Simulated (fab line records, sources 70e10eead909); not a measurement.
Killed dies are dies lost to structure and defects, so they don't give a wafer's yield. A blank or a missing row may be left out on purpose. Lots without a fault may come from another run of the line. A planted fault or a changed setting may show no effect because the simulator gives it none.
fab line records | flow nand_harc
record lots=24 wafers=72 last_day=33
route steps=1302 shown P_ZERO_WELL@14 P_STI@83 P_GATE@124 P_CONTACT@249
lots that met no fault: from a run of the same line without faults
start_h: hours from the record's first day to the start of the lot's first wafer shown | wait_h: hours since the lot's step before | " the same as in the row above | L1.1+2: a row that stands for several wafers | - no value, or no start given | * or withheld: withheld | < > ~ a bound
route shown NAME@n: a module of which the file shows steps, and the number in the route of the first | usual: mean/standard deviation of fault-free wafers | same: alike in all rows | chamber/n: place in a boat | sites: the reading at each site | _std_site: their standard deviation | _edge_site: outer sites' mean less inner sites' | radius_mm: how far each site lies from the wafer's centre | mask NAME#n: copy n | behind: the tool/chamber that last shaped the wafer | hold: why the lot was held/for how many hours/how that ended | device: the transistor (n, p or np) that didn't switch | end of line: the same wafers' tests at the end of the route | a step without rows: its recipe alone | killed: dies lost to structure and defects at the first sort, not the wafer's yield | map: a wafer's dies, x killed, . not, _ none there
set.NAME: the setting as run; set.NAME@STEP: as run at that earlier step | model.NAME: the simulator's own value behind a step, which no gauge read
steps of the route over a sample of lots; a table a step, a row a wafer
services: from which hour (start_h, from the record's first day; less than 0 if before it) a tool's chamber was out of use, for how many hours, and why
## steps
# step NHARC_P_ZERO_WELL_CD_MEAS_11
# recipe target_cd_nm=500 landing_energy_ev=500
# usual cd_nm=499.9/1.6
# same landing_energy_ev=500
# columns lot.wafer tool chamber start_h wait_h cd_nm
L074.3 cd_sem-01 0 21.26 - 501.1
L074.4 " 0 " " 498.2
L074.6 " 0 " " 501.2
L075.3 cd_sem-02 0 31.36 - 499.2
L075.4 " 0 " " 502.0
L075.5 " 0 " " 498.2
L076.4 cd_sem-02 0 41.25 - 503.3
L076.5 " 0 " " 501.4
L076.6 " 0 " " 500.9
L077.1 cd_sem-02 0 51.12 - 497.7
L077.2 " 0 " " 500.1
L077.4 " 0 " " 499.9
L078.2 cd_sem-02 0 61.12 - 501.6
L078.4 " 0 " " 501.8
L078.6 " 0 " " 499.1
L079.1 cd_sem-03 0 71.23 - 497.7
L079.3 " 0 " " 496.9
L079.5 " 0 " " 497.9
L080.1 cd_sem-03 0 81.25 - 499.8
L080.4 " 0 " " 497.7
L080.5 " 0 " " 498.2
L081.1 cd_sem-01 0 91.23 - 497.1
L081.2 " 0 " " 499.8
L081.4 " 0 " " 498.1
L082.1 cd_sem-02 0 101.11 - 499.6
L082.4 " 0 " " 496.1
L082.6 " 0 " " 500.2
L083.1 cd_sem-01 0 111.31 - 501.3
L083.4 " 0 " " 502.9
L083.6 " 0 " " 502.2
L084.1 cd_sem-01 0 121.23 - 500.3
L084.5 " 0 " " 501.6
L084.6 " 0 " " 499.7
L085.1 cd_sem-01 0 131.32 - 500.7
L085.3 " 0 " " 499.2
L085.5 " 0 " " 500.5
L086.3 cd_sem-01 0 141.24 - 502.0
L086.4 " 0 " " 499.4
L086.6 " 0 " " 498.7
L087.2 cd_sem-03 0 151.25 - 501.5
L087.4 " 0 " " 501.3
L087.6 " 0 " " 499.5
L088.2 cd_sem-03 0 161.18 - 500.5
L088.5 " 0 " " 503.5
L088.6 " 0 " " 500.6
L089.2 cd_sem-03 0 171.18 - 498.9
L089.3 " 0 " " 500.0
L089.5 " 0 " " 499.1
L090.1 cd_sem-03 0 181.25 - 500.3
L090.2 " 0 " " 502.5
L090.6 " 0 " " 502.2
L091.2 cd_sem-03 0 191.25 - 502.2
L091.3 " 0 " " 501.3
L091.5 " 0 " " 502.8
L092.4 cd_sem-01 0 201.13 - 500.1
L092.5 " 0 " " 498.8
L092.6 " 0 " " 498.3
L093.4 cd_sem-01 0 211.13 - 499.3
L093.5 " 0 " " 501.4
L093.6 " 0 " " 499.7
L094.1 cd_sem-01 0 221.25 - 498.6
L094.3 " 0 " " 496.2
L094.4 " 0 " " 499.0
L095.1 cd_sem-01 0 231.59 - 502.1
L095.2 " 0 " " 501.1
L095.6 " 0 " " 500.9
L096.2 cd_sem-02 0 241.24 - 498.4
L096.5 " 0 " " 496.6
L096.6 " 0 " " 497.9
L097.1 cd_sem-02 0 251.23 - 498.4
L097.2 " 0 " " 500.6
L097.5 " 0 " " 500.0
# step NHARC_P_STI_CD_MEAS_09
# recipe target_cd_nm=200 landing_energy_ev=500
# usual cd_nm=200.0/2.2
# same landing_energy_ev=500
# columns lot.wafer tool chamber start_h wait_h cd_nm
L074.3 cd_sem-03 0 43.86 - 196.8
L074.4 " 0 " " 197.8
L074.6 " 0 " " 198.8
L075.3 cd_sem-03 0 55.25 - 201.8
L075.4 " 0 " " 201.9
L075.5 " 0 " " 201.2
L076.4 cd_sem-03 0 63.25 - 199.1
L076.5 " 0 " " 198.6
L076.6 " 0 " " 200.8
L077.1 cd_sem-02 0 76.14 - 199.3
L077.2 " 0 " " 197.7
L077.4 " 0 " " 198.7
L078.2 cd_sem-01 0 86.40 - 202.3
L078.4 " 0 " " 200.1
L078.6 " 0 " " 200.3
L079.1 cd_sem-03 0 93.77 - 200.1
L079.3 " 0 " " 200.9
L079.5 " 0 " " 198.7
L080.1 cd_sem-01 0 104.40 - 200.4
L080.4 " 0 " " 200.8
L080.5 " 0 " " 202.3
L081.1 cd_sem-02 0 113.52 - 197.1
L081.2 " 0 " " 197.7
L081.4 " 0 " " 199.3
L082.1 cd_sem-03 0 122.08 - 202.4
L082.4 " 0 " " 201.6
L082.6 " 0 " " 201.7
L083.1 cd_sem-02 0 136.33 - 202.3
L083.4 " 0 " " 202.7
L083.6 " 0 " " 200.1
L084.1 cd_sem-01 0 143.91 - 198.4
L084.5 " 0 " " 200.1
L084.6 " 0 " " 200.1
L085.1 cd_sem-03 0 155.43 - 199.4
L085.3 " 0 " " 201.3
L085.5 " 0 " " 198.0
L086.3 cd_sem-03 0 163.48 - 201.2
L086.4 " 0 " " 197.3
L086.6 " 0 " " 202.4
L087.2 cd_sem-02 0 172.67 - 198.4
L087.4 " 0 " " 195.3
L087.6 " 0 " " 197.3
L088.2 cd_sem-01 0 182.44 - 199.4
L088.5 " 0 " " 198.1
L088.6 " 0 " " 194.9
L089.2 cd_sem-01 0 193.23 - 199.5
L089.3 " 0 " " 201.7
L089.5 " 0 " " 201.9
L090.1 cd_sem-01 0 203.78 - 201.9
L090.2 " 0 " " 202.7
L090.6 " 0 " " 199.8
L091.2 cd_sem-03 0 212.56 - 203.9
L091.3 " 0 " " 203.1
L091.5 " 0 " " 203.4
L092.4 cd_sem-03 0 228.67 - 202.9
L092.5 " 0 " " 199.6
L092.6 " 0 " " 201.2
L093.4 cd_sem-03 0 238.83 - 204.6
L093.5 " 0 " " 205.6
L093.6 " 0 " " 203.8
L094.1 cd_sem-02 0 243.02 - 198.9
L094.3 " 0 " " 198.0
L094.4 " 0 " " 198.3
L095.1 cd_sem-01 0 252.94 - 200.1
L095.2 " 0 " " 197.7
L095.6 " 0 " " 199.8
L096.2 cd_sem-02 0 262.08 - 200.3
L096.5 " 0 " " 199.2
L096.6 " 0 " " 200.3
L097.1 cd_sem-03 0 272.55 - 199.4
L097.2 " 0 " " 199.5
L097.5 " 0 " " 200.2
# step NHARC_P_GATE_DESCUM_13
# recipe time_s=3 o2_flow_sccm=200 ar_flow_sccm=0 bias_power_w=0 chemistry=O2
# usual drypump_motor_current_A=5.8/0.38 oes_product_au=0.998/0.0077 rf_vpp_V=58.0/0.9 showerhead_plenum_p_Torr=1.96/0.074 throttle_valve_pct=11.312/0.0088
# columns lot.wafer tool chamber start_h wait_h drypump_motor_current_A oes_product_au rf_hours_counter_h rf_vpp_V showerhead_plenum_p_Torr throttle_valve_pct
L074.3 rie_diel-06 0 79.79 - 6.2 0.997 7 58.1 2.03 11.308
L074.4 " 1 " " 5.4 0.996 7 59.5 1.96 11.331
L074.6 " 2 " " 6.1 0.989 - 58.0 1.89 11.312
L075.4 rie_diel-06 0 92.93 - 6.2 0.992 8 58.7 2.03 11.312
L075.3 " 1 " " 5.4 0.992 7 58.9 1.96 11.310
L075.5 " 1 " " 5.4 0.999 - 57.6 1.96 11.309
L076.4 rie_diel-03 3 100.50 - 4.8 0.991 10 58.4 2.03 11.299
L076.5 " 2 " " 6.1 1.000 - 56.8 2.02 11.316
L076.6 " 3 " " 4.8 1.006 - 57.6 2.03 11.319
L077.1 rie_diel-06 0 113.28 - 6.2 0.997 10 57.7 2.02 11.310
L077.2 " 2 " " 6.1 1.006 9 59.0 1.89 11.327
L077.4 " 3 " " 5.8 1.011 8 57.5 1.87 11.313
L078.2 rie_diel-11 0 125.61 - 5.9 0.993 1 58.4 2.00 11.323
L078.4 " 1 " " 6.2 0.993 1 57.3 2.00 11.305
L078.6 " 2 " " 5.7 0.998 - 58.6 2.04 11.316
L079.1 rie_diel-11 3 129.70 - 5.9 0.984 1 57.7 1.89 11.311
L079.3 " 1 " " 6.2 0.995 1 57.8 2.00 11.308
L079.5 " 2 " " 5.7 0.997 - 58.2 2.04 11.315
L080.4 rie_diel-11 2 141.89 - 5.7 1.006 3 57.9 2.04 11.315
L080.1 " 0 " " 5.9 1.003 2 57.4 1.99 11.297
L080.5 " 3 " " 5.9 0.993 - 58.2 1.89 11.303
L081.1 rie_diel-06 2 152.67 - 6.1 0.995 0 57.4 1.89 11.316
L081.4 " 3 " " 5.7 0.994 0 56.2 1.87 11.310
L081.2 " 0 " " 6.1 1.000 0 58.9 2.02 11.325
L082.1 rie_diel-06 0 161.11 - 6.2 0.979 1 58.3 2.02 11.321
L082.4 " 1 " " 5.4 0.983 - 57.6 1.96 11.306
L082.6 " 3 " " 5.7 1.000 - 58.1 1.87 11.307
L084.1 rie_diel-03 3 176.95 - 4.8 0.995 4 57.5 2.03 11.315
L084.5 " 1 " " 5.8 1.005 - 59.0 1.81 11.306
L084.6 " 2 " " 6.0 0.983 - 57.0 2.02 11.311
L083.1 rie_diel-03 3 177.10 - 4.8 1.010 4 57.7 2.03 11.317
L083.4 " 2 " " 6.1 1.004 4 58.4 2.02 11.320
L083.6 " 0 " " 5.5 0.996 - 57.2 1.98 11.300
L085.1 rie_diel-11 2 190.41 - 5.7 1.000 5 58.0 2.04 11.310
L085.3 " 1 " " 6.2 0.992 5 56.8 2.00 11.318
L085.5 " 2 " " 5.7 0.991 - 58.2 2.04 11.308
L086.3 rie_diel-03 1 198.66 - 5.8 1.003 7 57.5 1.81 11.325
L086.4 " 3 " " 4.8 0.998 5 57.7 2.03 11.310
L086.6 " 2 " " 6.1 0.993 - 58.5 2.02 11.310
L087.4 rie_diel-11 2 209.23 - 5.7 1.003 7 58.5 2.04 11.325
L087.2 " 3 " " 5.9 1.001 6 57.4 1.89 11.301
L087.6 " 1 " " 6.2 0.983 - 57.2 2.00 11.309
L089.2 rie_diel-11 3 228.91 - 5.9 1.010 7 56.7 1.89 11.304
L089.3 " 0 " " 5.9 1.003 7 57.7 1.99 11.298
L089.5 " 2 " " 5.8 1.002 - 58.5 2.03 11.296
L088.2 rie_diel-03 2 229.08 - 6.1 1.001 8 59.8 2.02 11.310
L088.5 " 0 " " 5.5 0.996 - 57.7 1.98 11.309
L088.6 " 1 " " 5.8 1.004 - 56.4 1.81 11.314
L090.2 rie_diel-03 3 241.51 - 4.8 1.003 7 58.3 2.03 11.325
L090.1 " 2 " " 6.0 1.004 8 57.6 2.02 11.305
L090.6 " 2 " " 6.1 1.003 - 58.9 2.02 11.300
L091.3 rie_diel-03 0 253.69 - 5.5 1.001 9 58.3 1.97 11.317
L091.2 " 1 " " 5.8 1.009 10 59.0 1.81 11.301
L091.5 " 1 " " 5.8 1.017 - 57.0 1.81 11.309
L092.4 rie_diel-11 3 267.51 - 5.9 1.011 0 58.9 1.89 11.315
L092.5 " 0 " " 5.9 0.999 - 57.5 1.99 11.333
L092.6 " 1 " " 6.2 1.000 - 60.5 2.00 11.315
L093.4 rie_diel-06 3 278.08 - 5.8 0.993 9 58.8 1.87 11.304
L093.5 " 0 " " 6.1 0.986 - 56.9 2.02 11.309
L093.6 " 1 " " 5.4 0.992 - 59.5 1.96 11.319
L094.4 rie_diel-11 1 278.21 - 6.2 0.991 1 57.0 2.00 11.323
L094.1 " 2 " " 5.7 0.999 1 58.9 2.03 11.316
L094.3 " 3 " " 5.9 0.993 1 58.2 1.89 11.325
L095.2 rie_diel-11 3 293.75 - 5.9 0.999 1 58.1 1.89 11.300
L095.1 " 0 " " 6.0 0.990 1 58.9 1.99 11.319
L095.6 " 2 " " 5.8 0.991 - 58.1 2.03 11.307
L096.2 rie_diel-03 0 301.23 - 5.5 0.995 1 57.2 1.97 11.304
L096.5 " 2 " " 6.1 0.991 - 57.9 2.02 11.310
L096.6 " 3 " " 4.8 1.003 - 58.8 2.03 11.323
L097.2 rie_diel-03 3 309.33 - 4.8 1.006 2 57.9 2.03 11.312
L097.1 " 1 " " 5.8 1.014 2 55.3 1.81 11.313
L097.5 " 3 " " 4.8 1.008 - 58.1 2.03 11.301
# step NHARC_P_GATE_DESCUM_61
# recipe time_s=3 o2_flow_sccm=200 ar_flow_sccm=0 bias_power_w=0 chemistry=O2
# usual drypump_motor_current_A=5.8/0.36 oes_product_au=0.999/0.0077 rf_vpp_V=58.0/0.89 showerhead_plenum_p_Torr=1.95/0.07 throttle_valve_pct=11.311/0.0092
# columns lot.wafer tool chamber start_h wait_h drypump_motor_current_A oes_product_au rf_hours_counter_h rf_vpp_V showerhead_plenum_p_Torr throttle_valve_pct
L074.4 rie_diel-06 3 108.15 - 5.8 0.996 7 58.0 1.87 11.326
L074.3 " 1 " " 5.4 1.007 9 58.3 1.96 11.316
L074.6 " 3 " " 5.8 1.014 - 56.3 1.87 11.335
L075.4 rie_diel-03 0 125.86 - 5.5 1.003 1 57.8 1.98 11.324
L075.3 " 1 " " 5.7 1.008 0 57.4 1.81 11.315
L075.5 " 3 " " 4.7 0.999 - 59.1 2.03 11.314
L076.4 rie_diel-06 2 128.09 - 6.1 1.006 10 57.9 1.89 11.306
L076.6 " 3 " " 5.8 1.002 - 56.8 1.87 11.316
L076.5 " 0 " " 6.2 1.004 - 57.9 2.02 11.308
L077.1 rie_diel-06 1 146.02 - 5.4 0.983 0 59.4 1.96 11.312
L077.2 " 2 " " 6.1 0.995 0 58.5 1.89 11.330
L077.4 " 0 " " 6.1 0.995 0 58.5 2.02 11.314
L078.2 rie_diel-06 3 153.06 - 5.8 1.011 0 55.8 1.87 11.313
L078.4 " 2 " " 6.1 1.003 0 57.0 1.89 11.316
L078.6 " 3 " " 5.8 1.008 - 57.4 1.87 11.313
L079.1 rie_diel-06 3 157.39 - 5.8 1.011 1 58.7 1.87 11.307
L079.3 " 0 " " 6.1 1.003 1 58.5 2.02 11.315
L079.5 " 3 " " 5.8 1.012 - 55.8 1.87 11.329
L080.1 rie_diel-06 2 169.60 - 6.1 1.000 0 58.5 1.89 11.298
L080.4 " 3 " " 5.8 0.992 2 57.1 1.87 11.321
L080.5 " 0 " " 6.1 1.005 - 58.8 2.02 11.307
L081.1 rie_diel-11 3 180.18 - 5.9 0.998 4 57.5 1.89 11.311
L081.2 " 1 " " 6.2 0.992 5 59.1 2.00 11.306
L081.4 " 2 " " 5.8 0.997 4 58.8 2.04 11.315
L082.1 rie_diel-06 0 193.69 - 6.1 0.992 4 59.8 2.02 11.312
L082.4 " 1 " " 5.4 0.993 4 56.6 1.96 11.327
L082.6 " 2 " " 6.2 0.995 - 59.2 1.89 11.310
L083.1 rie_diel-11 3 206.28 - 5.9 1.004 5 57.2 1.89 11.326
L083.4 " 0 " " 6.0 0.991 5 56.6 1.99 11.307
L083.6 " 3 " " 5.9 1.011 - 58.4 1.89 11.312
L084.1 rie_diel-06 0 208.13 - 6.2 0.998 5 58.5 2.02 11.320
L084.5 " 3 " " 5.8 1.007 - 57.4 1.87 11.318
L084.6 " 0 " " 6.1 1.002 - 58.5 2.02 11.296
L085.1 rie_diel-03 0 220.72 - 5.5 0.988 7 57.4 1.98 11.308
L085.3 " 1 " " 5.8 1.011 8 56.8 1.81 11.315
L085.5 " 3 " " 4.8 0.997 - 58.8 2.03 11.305
L086.4 rie_diel-03 3 226.93 - 4.8 0.993 7 58.2 2.03 11.307
L086.3 " 0 " " 5.5 0.994 7 58.1 1.97 11.302
L086.6 " 0 " " 5.5 0.992 - 58.8 1.98 11.321
L087.4 rie_diel-03 0 238.74 - 5.5 1.003 7 57.5 1.98 11.300
L087.2 " 3 " " 4.8 0.994 7 58.8 2.03 11.307
L087.6 " 0 " " 5.5 0.993 - 57.5 1.98 11.302
L089.2 rie_diel-03 0 257.80 - 5.5 1.012 9 58.6 1.97 11.309
L089.3 " 2 " " 6.0 0.998 10 57.8 2.02 11.313
L089.5 " 1 " " 5.8 1.014 - 57.6 1.81 11.317
L088.2 rie_diel-06 3 258.32 - 5.8 1.001 8 56.8 1.87 11.314
L088.6 " 3 " " 5.8 1.012 - 58.3 1.87 11.292
L088.5 " 0 " " 6.2 0.996 - 59.0 2.02 11.317
L090.2 rie_diel-06 3 270.18 - 5.8 1.007 9 57.9 1.87 11.304
L090.1 " 1 " " 5.4 0.983 8 57.6 1.96 11.305
L090.6 " 3 " " 5.8 1.004 - 58.4 1.87 11.312
L091.2 rie_diel-06 3 281.67 - 5.7 0.994 9 56.7 1.87 11.311
L091.3 " 2 " " 6.1 0.985 8 57.5 1.89 11.303
L091.5 " 3 " " 5.7 0.994 - 57.7 1.87 11.314
L092.4 rie_diel-06 0 294.74 - 6.2 0.995 10 59.7 2.02 11.309
L092.5 " 1 " " 5.4 0.992 - 57.2 1.96 11.297
L092.6 " 2 " " 6.1 1.004 - 57.7 1.89 11.303
L093.4 rie_diel-11 0 305.60 - 5.9 0.995 2 59.0 1.99 11.310
L093.6 " 0 " " 5.9 1.002 - 60.6 1.99 11.313
L093.5 " 1 " " 6.1 0.998 - 59.6 2.00 11.300
L094.1 rie_diel-06 2 306.33 - 6.1 1.006 9 57.9 1.89 11.326
L094.3 " 3 " " 5.8 1.000 10 56.4 1.87 11.316
L094.4 " 0 " " 6.1 0.989 10 58.7 2.02 11.302
L095.2 rie_diel-11 3 324.18 - 5.9 1.004 4 58.8 1.89 11.307
L095.1 " 0 " " 5.9 0.996 4 58.7 1.99 11.300
L095.6 " 3 " " 5.9 0.996 - 56.5 1.89 11.317
L096.2 rie_diel-03 2 329.12 - 6.1 1.006 3 57.7 2.02 11.312
L096.5 " 1 " " 5.7 1.002 - 58.0 1.81 11.316
L096.6 " 2 " " 6.1 1.005 - 57.5 2.02 11.302
L097.1 rie_diel-11 3 338.39 - 5.9 1.005 5 58.2 1.89 11.312
L097.2 " 0 " " 5.9 0.998 4 59.8 1.99 11.323
L097.5 " 3 " " 5.9 1.003 - 55.7 1.89 11.314
# step NHARC_P_CONTACT_CMP_24
# recipe t_overpolish_s=30 target_thk_nm=200
# usual motor_current_A=12.1/0.84 overpolish_run_s=30.000/0.0085 slurry_flow_ml_min=149.9/0.5 time_to_endpoint_s=40.6/2.3
# columns lot.wafer tool chamber start_h wait_h motor_current_A overpolish_run_s slurry_flow_ml_min time_to_endpoint_s
L074.3 cmp-04 0 117.27 0.4 11.5 30.012 150.4 38.7
L074.4 " 1 " " 11.6 30.010 150.4 40.3
L074.6 " 2 " " 11.4 30.004 149.3 38.6
L075.3 cmp-01 3 135.25 0.5 10.0 29.989 149.3 40.8
L075.4 " 0 " " 12.7 30.003 149.8 41.4
L075.5 " 2 " " 13.5 29.999 150.0 39.9
L076.4 cmp-01 0 137.49 0.3 12.4 30.003 149.7 39.7
L076.6 " 0 " " 12.7 29.987 149.8 39.6
L076.5 " 1 " " 12.7 30.004 149.7 42.4
L077.2 cmp-04 0 155.19 0.6 11.3 30.013 149.5 43.4
L077.1 " 1 " " 11.2 29.996 150.1 42.5
L077.4 " 2 " " 11.1 30.001 150.5 43.2
L078.2 cmp-02 1 162.17 0.5 11.7 29.999 150.2 36.4
L078.4 " 2 " " 11.6 30.002 150.7 37.2
L078.6 " 0 " " 13.3 30.007 150.4 42.4
L079.1 cmp-04 3 166.84 0.6 13.1 30.007 150.6 40.0
L079.3 " 1 " " 11.6 30.004 149.7 38.9
L079.5 " 2 " " 10.8 30.016 150.9 40.0
L080.4 cmp-04 3 178.80 0.3 13.6 29.989 149.9 42.1
L080.1 " 2 " " 10.6 30.009 150.5 40.4
L080.5 " 0 " " 10.9 29.997 149.0 44.0
L081.4 cmp-04 3 189.46 0.3 12.3 29.994 149.9 42.8
L081.2 " 0 " " 11.6 30.014 150.3 42.5
L081.1 " 1 " " 11.6 30.011 150.1 41.8
L082.4 cmp-04 2 202.51 0.3 11.0 30.014 149.9 42.6
L082.1 " 3 " " 12.8 30.000 149.9 43.3
L082.6 " 3 " " 12.4 30.005 150.5 42.2
L083.4 cmp-04 2 215.39 0.3 10.7 30.010 149.2 44.0
L083.1 " 1 " " 11.7 30.000 150.1 42.9
L083.6 " 3 " " 13.0 29.994 148.7 42.6
L084.1 cmp-01 0 217.05 0.6 12.8 29.993 149.9 42.4
L084.5 " 0 " " 13.0 30.001 149.7 39.4
L084.6 " 1 " " 12.7 30.006 150.2 43.1
L085.3 cmp-02 3 229.78 0.4 12.9 30.004 149.1 39.8
L085.1 " 0 " " 12.4 29.985 149.9 39.2
L085.5 " 3 " " 12.6 30.011 149.5 42.1
L086.3 cmp-01 2 236.42 0.3 13.2 30.007 150.8 43.1
L086.4 " 3 " " 10.6 29.996 149.8 44.7
L086.6 " 2 " " 12.9 30.008 150.1 40.8
L087.2 cmp-01 1 247.79 0.6 13.1 29.995 149.5 38.5
L087.4 " 2 " " 12.9 30.001 150.4 42.2
L087.6 " 1 " " 13.0 30.008 150.1 40.7
L089.3 cmp-02 0 266.71 0.3 12.8 29.994 150.1 42.1
L089.2 " 2 " " 11.5 29.995 149.3 39.8
L089.5 " 3 " " 12.5 30.003 150.1 42.9
L088.2 cmp-02 3 267.43 0.5 12.7 30.009 150.6 41.4
L088.6 " 3 " " 12.9 29.984 150.4 42.0
L088.5 " 0 " " 12.1 29.997 149.5 39.0
L090.2 cmp-01 1 279.50 0.6 13.0 29.994 148.9 37.6
L090.1 " 2 " " 12.7 30.000 149.8 36.5
L090.6 " 2 " " 12.7 30.025 149.9 39.5
L091.2 cmp-02 2 290.79 0.6 12.1 29.990 149.5 38.7
L091.3 " 0 " " 12.2 29.993 150.7 41.6
L091.5 " 1 " " 11.6 30.005 150.2 38.4
L092.4 cmp-01 0 303.68 0.4 12.9 30.007 149.6 38.4
L092.5 " 1 " " 12.1 30.010 150.1 39.6
L092.6 " 2 " " 12.2 30.005 149.3 39.2
L093.4 cmp-01 2 314.58 0.3 12.9 29.999 149.3 39.7
L093.6 " 2 " " 12.7 30.002 148.7 43.1
L093.5 " 3 " " 10.5 29.997 149.7 42.9
L094.3 cmp-04 1 315.54 0.4 11.8 30.011 150.7 35.1
L094.4 " 2 " " 10.5 29.987 149.7 36.2
L094.1 " 3 " " 12.3 30.003 149.5 37.5
L095.1 cmp-01 1 333.29 0.6 12.8 30.013 150.0 38.2
L095.2 " 0 " " 12.5 30.023 150.3 39.1
L095.6 " 1 " " 12.4 30.004 150.1 36.2
L096.2 cmp-04 3 338.63 0.6 12.9 29.987 149.9 42.4
L096.6 " 1 " " 11.5 30.006 149.8 38.7
L096.5 " 2 " " 10.7 29.981 150.0 41.1
L097.2 cmp-04 0 348.20 0.8 11.2 30.004 150.5 39.3
L097.1 " 1 " " 11.3 30.008 149.5 38.0
L097.5 " 1 " " 11.3 30.000 150.4 37.7
# step NHARC_P_CONTACT_INSPECT_27
# usual raw_defect_count=263/120
# columns lot.wafer tool chamber start_h wait_h raw_defect_count
L074.3 defect_inspect-01 - 117.62 0.1 352
L074.4 " - " " 149
L074.6 " - " " 359
L075.3 defect_inspect-02 - 135.60 0.1 347
L075.4 " - " " 263
L075.5 " - " " 631
L076.4 defect_inspect-02 - 137.89 0.1 156
L076.5 " - " " 126
L076.6 " - " " 253
L077.1 defect_inspect-02 - 155.59 0.1 401
L077.2 " - " " 175
L077.4 " - " " 394
L078.2 defect_inspect-01 - 162.55 0.1 244
L078.4 " - " " 330
L078.6 " - " " 387
L079.1 defect_inspect-02 - 167.22 0.1 276
L079.3 " - " " 227
L079.5 " - " " 220
L080.1 defect_inspect-02 - 179.20 0.1 308
L080.4 " - " " 323
L080.5 " - " " 223
L081.1 defect_inspect-01 - 189.83 0.1 119
L081.2 " - " " 147
L081.4 " - " " 103
L082.1 defect_inspect-02 - 202.91 0.1 236
L082.4 " - " " 210
L082.6 " - " " 139
L083.1 defect_inspect-01 - 215.80 0.1 289
L083.4 " - " " 175
L083.6 " - " " 250
L084.1 defect_inspect-02 - 217.45 0.1 993
L084.5 " - " " 500
L084.6 " - " " 356
L085.1 defect_inspect-02 - 230.18 0.1 288
L085.3 " - " " 317
L085.5 " - " " 195
L086.3 defect_inspect-01 - 236.79 0.1 329
L086.4 " - " " 348
L086.6 " - " " 230
L087.2 defect_inspect-01 - 248.19 0.1 342
L087.4 " - " " 199
L087.6 " - " " 188
L089.2 defect_inspect-02 - 267.08 0.1 240
L089.3 " - " " 263
L089.5 " - " " 392
L088.2 defect_inspect-01 - 267.83 0.1 197
L088.5 " - " " 95
L088.6 " - " " 121
L090.1 defect_inspect-02 - 279.93 0.1 320
L090.2 " - " " 299
L090.6 " - " " 158
L091.2 defect_inspect-01 - 291.17 0.1 345
L091.3 " - " " 377
L091.5 " - " " 444
L092.4 defect_inspect-01 - 304.01 0.1 161
L092.5 " - " " 128
L092.6 " - " " 222
L093.4 defect_inspect-01 - 315.00 0.1 280
L093.5 " - " " 320
L093.6 " - " " 343
L094.1 defect_inspect-02 - 315.92 0.1 105
L094.3 " - " " 165
L094.4 " - " " 104
L095.1 defect_inspect-02 - 333.69 0.1 160
L095.2 " - " " 261
L095.6 " - " " 286
L096.2 defect_inspect-02 - 338.98 0.1 243
L096.5 " - " " 249
L096.6 " - " " 257
L097.1 defect_inspect-02 - 348.60 0.1 153
L097.2 " - " " 90
L097.5 " - " " 159
## services
# columns tool chamber start_h hours kind
rie_diel-03 - 68.76 0.4 repair
rie_diel-06 3 70.13 6.0 repair
rie_diel-11 - 78.50 9.0 pm
cmp-01 - 87.50 4.0 pm
rie_diel-03 - 104.30 9.0 pm
cmp-04 - 111.08 4.0 pm
rie_diel-06 2 124.25 1.3 repair
rie_diel-06 - 130.20 9.0 pm
rie_diel-06 2 153.30 14.5 repair
rie_diel-03 - 156.79 0.7 repair
cmp-04 - 166.10 0.3 repair
cmp-01 - 179.81 1.3 repair
cmp-04 - 206.57 0.9 repair
cmp-04 - 209.08 4.0 pm
rie_diel-03 0 240.65 3.4 repair
rie_diel-03 3 243.90 21.7 repair
rie_diel-11 - 255.50 9.0 pm
rie_diel-03 - 281.30 9.0 pm
rie_diel-11 - 292.48 0.6 repair
cmp-04 - 296.77 1.7 repair
cmp-04 - 307.08 4.0 pm
rie_diel-06 - 307.20 9.0 pm
rie_diel-03 3 317.44 2.6 repair
cmp-04 - 326.02 3.5 repair
## key
fault none
